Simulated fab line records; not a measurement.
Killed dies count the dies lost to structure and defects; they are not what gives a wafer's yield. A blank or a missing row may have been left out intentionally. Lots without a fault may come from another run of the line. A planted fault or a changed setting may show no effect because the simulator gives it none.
Chamber matching	flow nand harc	rie diel-06 running NHARC_P_M1_STRIP_18: 4 sister chambers
The step strips in N2/H2. 8 wafers are shown with their chamber, then 8 later ones without.

== EACH WAFER AND ITS CHAMBER ==
wafer	chamber	drypump motor current A (A)	oes product au (a.u.)
L087.5	0	6.16	1.002
L090.1	3	6.21	1.001
L090.3	1	5.63	0.990
L090.6	2	5.28	0.987
L091.2	3	6.24	0.993
L091.3	0	6.14	0.997
L091.4	1	5.63	0.989
L092.3	2	5.28	1.004

== WAFERS WITHOUT THEIR CHAMBER ==
wafer	drypump motor current A (A)	oes product au (a.u.)
L092.4	6.14	1.007
L092.6	6.26	0.993
L094.2	6.23	1.010
L094.5	5.31	1.015
L094.6	6.25	0.998
L097.2	6.24	1.001
L097.3	5.30	1.022
L097.6	6.14	1.005

== THE CHAMBER EACH PASSED THROUGH ==
wafer	from the rows above	in truth
L092.4	0	0
L092.6	3	3
L094.2	3	3
L094.5	2	2
L094.6	3	3
L097.2	3	3
L097.3	2	2
L097.6	0	0
8 of 8 placed correctly. Number that these rows cannot place: 0. Wrongly placed: 0.
How it was worked out, from the rows above alone: a wafer's distance from a chamber is the root of the sum, over the readings, of the square of ((its reading less the chamber's mean) divided by the reading's scatter). The wafer belongs to the nearest chamber; if the next one is less than 2 further off, it can't be placed. Each chamber's mean is taken over the wafers shown for it. The scatter: take each reading less its chamber's mean, square it, sum over the shown wafers, divide by the number of wafers less the number of chambers, and take the root.
